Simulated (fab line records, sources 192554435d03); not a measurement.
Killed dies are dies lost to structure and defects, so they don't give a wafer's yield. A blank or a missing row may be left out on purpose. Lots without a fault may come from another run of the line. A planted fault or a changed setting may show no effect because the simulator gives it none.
fab line records | flow n5_finfet
record lots=7 wafers=21 last_day=17
route steps=1938 shown BEOL_M11@1553
lots that met no fault: from a run of the same line without faults
start_h: hours from the record's first day to the start of the lot's first wafer shown | wait_h: hours since the lot's step before | " the same as in the row above | L1.1+2: a row that stands for several wafers | - no value, or no start given | * or withheld: withheld | < > ~ a bound
route shown NAME@n: a module of which the file shows steps, and the number in the route of the first | usual: mean/standard deviation of fault-free wafers | same: alike in all rows | chamber/n: place in a boat | sites: the reading at each site | _std_site: their standard deviation | _edge_site: outer sites' mean less inner sites' | radius_mm: how far each site lies from the wafer's centre | mask NAME#n: copy n | behind: the tool/chamber that last shaped the wafer | hold: why the lot was held/for how many hours/how that ended | device: the transistor (n, p or np) that didn't switch | end of line: the same wafers' tests at the end of the route | a step without rows: its recipe alone | killed: dies lost to structure and defects at the first sort, not the wafer's yield | map: a wafer's dies, x killed, . not, _ none there
set.NAME: the setting as run; set.NAME@STEP: as run at that earlier step | model.NAME: the simulator's own value behind a step, which no gauge read
lots at some steps of the route; a table a step, a row a wafer
services: from which hour (start_h, from the record's first day; less than 0 if before it) a tool's chamber was out of use, for how many hours, and why
## steps
# step N5_BEOL_M11_ETCH_61
# recipe chemistry=CF4 target=SiARC target_depth_a=390 mask_material=CAR-ArF time_s=65 ion_energy_ev=80 pressure_mtorr=40 source_w=545 bias_w=36 Ar_flow_sccm=100 cf4_flow_sccm=100 ends=cleared
# usual cf4_flow_sccm=100.01/0.28 drypump_motor_current_A=5.9/0.36 etch_rf_on_time_s=64.2/2.7 oes_product_au=0.67/0.073 rf_fwd_power_W=539.4/2.4 rf_vpp_V=183.8/1.3 showerhead_plenum_p_Torr=2.12/0.089 throttle_valve_pct=15.58/0.29
# columns lot.wafer tool chamber start_h wait_h cf4_flow_sccm drypump_motor_current_A etch_rf_on_time_s oes_product_au rf_fwd_power_W rf_hours_counter_h rf_vpp_V showerhead_plenum_p_Torr throttle_valve_pct
L962.1 rie_diel-06 0 264.30 0.0 100.47 6.3 67.7 0.72 536.2 72 183.8 2.15 15.53
L962.3 " 1 " " 99.50 5.8 65.4 0.60 543.3 240 182.3 2.03 15.96
L962.6 " 3 " " 99.74 6.4 62.1 0.78 542.0 - 183.9 2.09 15.02
L968.1 rie_diel-05 3 315.05 0.0 100.19 5.9 68.9 0.61 537.3 191 184.4 2.23 16.08
L968.2 " 1 " " 100.39 5.5 60.5 0.60 539.0 247 184.4 2.02 16.13
L968.5 " 3 " " 100.14 5.9 68.8 0.61 539.3 - 185.8 2.23 16.08
L970.2 rie_diel-05 0 322.71 0.0 100.04 5.5 60.8 0.73 536.4 94 183.8 2.09 15.32
L970.3 " 1 " " 99.87 5.5 61.0 0.60 537.9 249 181.5 2.02 16.14
L970.6 " 2 " " 100.28 6.0 66.3 0.62 538.5 - 182.1 1.96 15.38
L972.1 rie_diel-05 0 322.96 0.0 99.73 5.5 60.4 0.74 538.8 95 184.6 2.09 15.32
L972.4 " 1 " " 100.10 5.5 60.6 0.60 540.2 249 181.7 2.02 16.13
L972.5 " 3 " " 100.27 5.9 68.5 0.61 535.5 - 186.2 2.23 16.08
L973.2 rie_diel-02 1 327.61 0.0 99.67 6.0 62.1 0.58 541.1 247 183.0 2.02 15.74
L973.4 " 3 " " 99.89 6.2 63.0 0.69 542.1 123 182.6 2.08 15.50
L973.5 " 1 " " 99.49 6.0 62.2 0.59 542.6 - 181.9 2.02 15.72
L977.2 rie_diel-05 3 357.64 0.0 100.16 5.9 69.9 0.60 539.2 205 184.5 2.22 16.10
L977.4 " 0 " " 100.28 5.5 61.0 0.72 539.3 107 183.1 2.08 15.34
L977.5 " 3 " " 99.58 6.0 71.0 0.60 541.1 - 185.1 2.23 16.12
L976.2 rie_diel-05 0 363.60 0.0 100.36 5.5 61.0 0.72 543.6 109 183.3 2.08 15.33
L976.3 " 2 " " 99.94 6.0 64.5 0.62 538.1 192 181.8 1.95 15.40
L976.6 " 3 " " 99.69 5.9 70.5 0.59 534.9 - 185.2 2.22 16.12
# step N5_BEOL_M11_ETCH_62
# recipe chemistry=N2/H2 target=SOC target_depth_a=1100 overetch_a=220 mask_material=SiARC temp_c=40 time_s=165 ion_energy_ev=200 pressure_mtorr=30 source_w=840 bias_w=150 n2_flow_sccm=200 h2_flow_sccm=200
# usual drypump_motor_current_A=5.9/0.37 oes_product_au=0.66/0.067 rf_fwd_power_W=837.7/2.4 rf_vpp_V=523/3 showerhead_plenum_p_Torr=2.51/0.11 throttle_valve_pct=17.78/0.27
# columns lot.wafer tool chamber start_h wait_h drypump_motor_current_A oes_product_au rf_fwd_power_W rf_hours_counter_h rf_vpp_V showerhead_plenum_p_Torr throttle_valve_pct
L962.1 rie_diel-06 0 264.35 0.0 6.3 0.73 834.6 72 526 2.57 17.85
L962.3 " 1 " " 5.8 0.59 833.3 240 521 2.40 18.15
L962.6 " 3 " " 6.4 0.76 838.8 - 524 2.49 17.33
L968.1 rie_diel-05 3 315.10 0.0 6.0 0.63 838.4 191 527 2.63 18.22
L968.2 " 1 " " 5.5 0.57 835.2 247 520 2.40 18.41
L968.5 " 3 " " 5.9 0.64 839.9 - 527 2.63 18.22
L970.2 rie_diel-05 0 322.76 0.0 5.5 0.71 838.9 95 521 2.45 17.40
L970.3 " 1 " " 5.5 0.57 838.4 249 520 2.39 18.42
L970.6 " 2 " " 6.0 0.62 836.2 - 519 2.33 17.66
L972.1 rie_diel-05 0 323.01 0.0 5.5 0.70 844.5 95 522 2.45 17.39
L972.4 " 1 " " 5.4 0.57 837.4 249 521 2.39 18.41
L972.5 " 3 " " 5.9 0.63 838.8 - 526 2.63 18.22
L973.2 rie_diel-02 1 327.66 0.0 6.0 0.56 834.6 247 520 2.36 17.79
L973.4 " 3 " " 6.2 0.67 840.2 123 522 2.43 17.62
L973.5 " 1 " " 6.0 0.57 834.5 - 521 2.36 17.80
L977.2 rie_diel-05 3 357.69 0.0 5.9 0.62 836.1 206 526 2.63 18.23
L977.4 " 0 " " 5.5 0.69 838.7 107 521 2.45 17.41
L977.5 " 3 " " 5.9 0.62 838.6 - 526 2.63 18.26
L976.2 rie_diel-05 0 363.65 0.0 5.4 0.68 838.7 109 520 2.45 17.43
L976.3 " 2 " " 6.0 0.61 838.7 192 516 2.33 17.68
L976.6 " 3 " " 6.0 0.62 836.7 - 526 2.63 18.25
# step N5_BEOL_M11_STRIP_68
# recipe chemistry=N2/H2 temp_c=40 n2_flow_sccm=200 h2_flow_sccm=200 rf_frequency_hz=6e+07
# step N5_BEOL_M11_STRIP_67
# recipe chemistry=CF4 resist=SiARC power_w=300 bias_power_w=75 pressure_mtorr=50 cf4_flow_sccm=150 rf_frequency_hz=6e+07
# usual cf4_flow_sccm=150.0/0.44 drypump_motor_current_A=5.9/0.36 oes_product_au=0.78/0.08 power_w=300.0/0.84 rf_vpp_V=270.8/1.7 showerhead_plenum_p_Torr=1.78/0.074 throttle_valve_pct=13.56/0.3
# columns lot.wafer tool chamber start_h wait_h cf4_flow_sccm drypump_motor_current_A oes_product_au power_w rf_hours_counter_h rf_vpp_V showerhead_plenum_p_Torr throttle_valve_pct
L962.1 rie_diel-06 0 264.49 0.0 150.0 6.3 0.86 302.0 72 272.7 1.80 13.52
L962.3 " 1 " " 149.5 5.8 0.70 300.0 240 269.7 1.71 13.97
L962.6 " 3 " " 149.5 6.5 0.90 298.8 - 270.9 1.75 12.98
L968.1 rie_diel-05 3 315.25 0.0 149.7 5.9 0.74 301.1 192 271.6 1.87 14.04
L968.2 " 1 " " 150.0 5.5 0.68 298.6 247 269.1 1.69 14.10
L968.5 " 3 " " 149.8 6.0 0.74 300.0 - 273.6 1.86 14.03
L970.2 rie_diel-05 0 322.91 0.0 149.5 5.5 0.83 301.1 95 269.7 1.75 13.30
L970.3 " 1 " " 150.3 5.4 0.67 299.4 249 268.4 1.69 14.09
L970.6 " 2 " " 149.7 6.0 0.73 299.7 - 269.8 1.64 13.36
L972.1 rie_diel-05 0 323.16 0.0 149.7 5.5 0.83 300.2 95 269.1 1.75 13.29
L972.4 " 1 " " 149.3 5.5 0.67 300.1 249 268.3 1.69 14.10
L972.5 " 3 " " 149.7 5.9 0.74 299.5 - 273.1 1.87 14.04
L973.2 rie_diel-02 1 327.81 0.0 150.2 6.0 0.67 300.3 247 268.8 1.71 13.79
L973.4 " 3 " " 149.9 6.2 0.78 300.5 123 270.4 1.74 13.45
L973.5 " 1 " " 149.8 6.0 0.66 299.8 - 270.4 1.71 13.81
L977.2 rie_diel-05 3 357.83 0.0 149.5 5.9 0.73 300.8 206 272.2 1.86 14.06
L977.4 " 0 " " 150.1 5.5 0.82 300.5 107 270.3 1.75 13.33
L977.5 " 3 " " 149.7 5.9 0.73 299.8 - 271.9 1.86 14.07
L976.2 rie_diel-05 0 363.80 0.0 150.4 5.5 0.81 299.3 109 270.4 1.75 13.33
L976.3 " 2 " " 150.5 6.0 0.71 299.2 192 268.6 1.63 13.41
L976.6 " 3 " " 149.8 5.9 0.74 299.4 - 272.7 1.86 14.08
# step N5_BEOL_M11_HM_OPEN_17
# recipe chemistry=Cl2/BCl3 target_depth_a=200 overetch_a=60 target=TiN mask_material=SOC ion_energy_ev=150 pressure_mtorr=10 icp_w=1000 bias_w=126 Cl2_flow_sccm=53.25 bcl3_flow_sccm=21.75 Ar_flow_sccm=25
# usual drypump_motor_current_A=5.7/0.45 mfc_cl2_sccm=53.25/0.17 oes_product_au=0.70/0.053 rf_fwd_power_W=992/3.9 throttle_valve_pct=21.67/0.19
# columns lot.wafer tool chamber start_h wait_h drypump_motor_current_A mfc_cl2_sccm oes_product_au rf_fwd_power_W rf_hours_counter_h throttle_valve_pct
L962.1 rie_metal-02 1 264.53 0.0 5.0 53.38 0.64 993 43 21.60
L962.3 " 0 " " 5.9 53.25 0.71 989 - 21.48
L962.6 " 1 " " 5.0 53.35 0.65 987 - 21.57
L968.1 rie_metal-03 0 315.29 0.0 6.2 53.26 0.79 989 8 21.73
L968.2 " 1 " " 6.2 53.28 0.75 988 10 21.99
L968.5 " 0 " " 6.2 53.15 0.79 995 - 21.69
L970.2 rie_metal-01 0 322.95 0.0 5.8 52.93 0.69 994 35 21.54
L970.3 " 0 " " 5.8 53.07 0.69 991 - 21.52
L970.6 " 0 " " 5.7 53.24 0.68 992 - 21.53
L972.1 rie_metal-02 1 323.20 0.0 5.0 53.29 0.64 996 48 21.59
L972.4 " 0 " " 5.9 53.47 0.68 987 - 21.50
L972.5 " 1 " " 5.0 53.35 0.63 990 - 21.60
L973.2 rie_metal-01 0 327.85 0.0 5.8 53.21 0.69 989 35 21.51
L973.4 " 0 " " 5.8 53.48 0.70 996 - 21.52
L973.5 " 0 " " 5.8 53.15 0.70 996 - 21.51
L977.2 rie_metal-02 0 357.88 0.0 5.9 53.20 0.69 992 32 21.48
L977.4 " 0 " " 5.9 53.30 0.69 992 - 21.50
L977.5 " 1 " " 5.0 53.32 0.64 989 - 21.62
L976.2 rie_metal-03 1 363.84 0.0 6.2 53.35 0.74 990 15 22.00
L976.3 " 0 " " 6.2 53.56 0.77 989 - 21.73
L976.6 " 1 " " 6.2 53.29 0.72 986 - 22.01
# step N5_BEOL_M11_STRIP_19
# recipe chemistry=O2 power_w=400 temp_c=40 pressure_mtorr=30 rf_frequency_hz=6e+07 bias_power_w=0 overash_fraction=0.2 o2_flow_sccm=225
# usual drypump_motor_current_A=5.9/0.38 oes_product_au=0.77/0.076 rf_vpp_V=3.7/0.68 showerhead_plenum_p_Torr=2.07/0.078 throttle_valve_pct=16.66/0.28
# columns lot.wafer tool chamber start_h wait_h drypump_motor_current_A oes_product_au rf_hours_counter_h rf_vpp_V showerhead_plenum_p_Torr throttle_valve_pct
L962.1 rie_diel-06 2 264.77 0.2 5.6 0.75 175 4.3 2.17 16.45
L962.3 " 0 " " 6.3 0.85 72 4.5 2.13 16.75
L962.6 " 0 " " 6.3 0.84 - 5.2 2.13 16.75
L968.1 rie_diel-05 1 315.42 0.1 5.5 0.69 247 3.6 2.02 17.44
L968.2 " 0 " " 5.5 0.84 92 3.4 2.04 16.36
L968.5 " 1 " " 5.5 0.69 - 3.0 2.02 17.43
L970.2 rie_diel-02 1 323.06 0.1 6.0 0.66 246 3.7 2.00 16.90
L970.3 " 3 " " 6.2 0.80 122 5.3 2.00 16.41
L970.6 " 3 " " 6.2 0.79 - 3.8 2.00 16.41
L972.1 rie_diel-02 0 323.31 0.1 5.2 0.72 197 3.8 2.08 16.80
L972.4 " 2 " " 5.7 0.82 85 3.7 2.19 16.62
L972.5 " 1 " " 6.0 0.67 - 2.9 2.00 16.91
L973.2 rie_diel-02 0 327.98 0.1 5.2 0.71 198 3.1 2.08 16.80
L973.4 " 2 " " 5.7 0.82 86 4.8 2.18 16.60
L973.5 " 3 " " 6.2 0.79 - 3.0 2.00 16.42
L977.2 rie_diel-06 0 357.99 0.1 6.3 0.82 105 3.6 2.12 16.80
L977.4 " 1 " " 5.8 0.97 17 4.4 2.23 16.51
L977.5 " 0 " " 6.3 0.82 - 2.7 2.12 16.82
L976.2 rie_diel-06 0 363.95 0.1 6.3 0.81 107 3.8 2.12 16.81
L976.3 " 3 " " 6.4 0.82 71 3.5 2.05 16.28
L976.6 " 3 " " 6.5 0.83 - 3.8 2.05 16.29
# step N5_BEOL_M11_CD_MEAS_18
# recipe pitch_nm=140 target_cd_nm=70
# usual cd_nm=70.4/0.87
# columns lot.wafer tool chamber start_h wait_h cd_nm
L962.1 cd_sem-03 - 264.83 0.0 69.7
L962.3 " - " " 70.0
L962.6 " - " " 71.0
L968.1 cd_sem-02 - 315.49 0.0 69.3
L968.2 " - " " 71.2
L968.5 " - " " 70.6
L970.2 cd_sem-02 - 323.13 0.1 70.9
L970.3 " - " " 70.3
L970.6 " - " " 71.5
L972.1 cd_sem-03 - 323.38 0.0 72.4
L972.4 " - " " 70.0
L972.5 " - " " 70.6
L973.2 cd_sem-03 - 328.05 0.1 70.6
L973.4 " - " " 71.3
L973.5 " - " " 70.3
L977.2 cd_sem-03 - 358.06 0.1 69.8
L977.4 " - " " 71.4
L977.5 " - " " 70.8
L976.2 cd_sem-02 - 364.03 0.1 70.3
L976.3 " - " " 69.9
L976.6 " - " " 68.9
# step N5_BEOL_M11_COAT_63
# recipe resist=SOC temp_c=250 time_s=60 spin_rpm=1500 resist_thk_nm=100
# step N5_BEOL_M11_COAT_64
# recipe resist=SiARC temp_c=220 time_s=60 spin_rpm=1500 resist_thk_nm=30
# step N5_BEOL_M11_COAT_22
# recipe resist=CAR-ArF spin_rpm=1500 resist_thk_nm=90
# step N5_BEOL_M11_EBR_24
# recipe solvent=PGMEA ebr_width_mm=1.5
# step N5_BEOL_M11_SOFTBAKE_23
# recipe temp_c=110 time_s=60 resist=CAR-ArF
# step N5_BEOL_M11_EXPOSE_25
# recipe mask_id=V10 na=1.35 source_shape=annular sigma_inner=0.5 sigma_outer=0.8 polarization=unpolarized dose_mj=85.5
# usual exposure_dose_mJ_cm2=85.46/0.11 focus_offset_nm=0.0/0.56 sigma_inner=0.5/0
# columns lot.wafer tool chamber start_h wait_h mask exposure_dose_mJ_cm2 focus_offset_nm sigma_inner
L962.1 arfi_scanner-01 0 267.43 - V10#0 85.32 0.1 0.5
L962.3 " 0 " " V10#0 85.49 0.4 0.5
L962.6 " 0 " " V10#0 85.58 0.9 0.5
L968.1 arfi_scanner-03 0 316.26 - V10#0 85.33 -0.8 0.5
L968.2 " 0 " " V10#0 85.24 -0.2 0.5
L968.5 " 0 " " V10#0 85.43 -0.9 0.5
L970.2 arfi_scanner-02 - 326.07 - V10#0 - - -
L970.3 " - " " V10#0 - - -
L970.6 " - " " V10#0 - - -
L972.1 arfi_scanner-01 - 326.23 - V10#0 - - -
L972.4 " - " " V10#0 - - -
L972.5 " - " " V10#0 - - -
L973.2 arfi_scanner-01 - 328.22 - V10#0 - - -
L973.4 " - " " V10#0 - - -
L973.5 " - " " V10#0 - - -
L977.2 arfi_scanner-02 0 358.45 - V10#0 85.55 -0.4 0.5
L977.4 " 0 " " V10#0 85.64 0.6 0.5
L977.5 " 0 " " V10#0 85.59 -0.2 0.5
L976.2 arfi_scanner-01 0 364.93 - V10#0 85.62 0.6 0.5
L976.3 " 0 " " V10#0 85.55 0.8 0.5
L976.6 " 0 " " V10#0 85.57 -0.1 0.5
# step N5_BEOL_M11_PEB_26
# recipe peb_temp_c=withheld peb_time_s=60 resist=CAR-ArF
## services
# columns tool chamber start_h hours kind
arfi_scanner-02 - 245.78 1.1 repair
arfi_scanner-02 - 247.96 4.1 repair
arfi_scanner-03 - 254.39 1.3 pm
rie_diel-02 - 257.21 15.6 pm
arfi_scanner-02 - 259.16 1.3 pm
rie_diel-05 0 261.54 19.9 repair
rie_diel-06 2 264.89 6.7 repair
arfi_scanner-02 - 266.84 1.2 repair
arfi_scanner-02 - 269.78 0.8 pm
rie_diel-02 0 278.05 4.4 repair
rie_metal-02 - 286.09 2.8 pm
rie_diel-05 - 298.29 4.3 pm
arfi_scanner-02 - 299.78 4.9 pm
rie_metal-03 1 301.29 4.4 repair
rie_diel-06 2 307.35 1.8 repair
rie_diel-06 2 309.34 9.4 repair
arfi_scanner-02 - 310.50 5.9 repair
arfi_scanner-01 - 312.78 3.9 pm
arfi_scanner-01 - 317.01 1.3 pm
arfi_scanner-01 - 327.27 0.8 pm
arfi_scanner-02 - 331.83 0.2 repair
arfi_scanner-01 - 336.00 1.0 pm
rie_diel-02 3 348.17 1.7 repair
rie_diel-06 3 351.73 3.7 repair
## key
first_sign step=N5_BEOL_M11_EXPOSE_25 reading=tool_record direction=missing
effect none on later readings
met_at N5_BEOL_M11_EXPOSE_25
struck_wafers L970.2,L970.3,L970.6,L972.1,L972.4,L972.5,L973.2,L973.4,L973.5
later_rows_left_out L970.2,L970.3,L970.6,L972.1,L972.4,L972.5,L973.2,L973.4,L973.5
sort_left_out L970.2,L970.3,L970.6,L972.1,L972.4,L972.5,L973.2,L973.4,L973.5
onset_between 267.43 326.07
fault kind=skipped_step_whole tool=arfi_scanner-01,arfi_scanner-02 chamber=- onset_h=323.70 steps=N5_BEOL_M11_EXPOSE_25 scope=struck_lots_only
# sort_left_out: the simulated sort isn't trusted on such a fault, so these wafers' sort isn't shown, and their yield isn't known
# later_rows_left_out: the simulator's readings of these wafers behind a module that went badly wrong aren't trusted and aren't shown, but for the sort
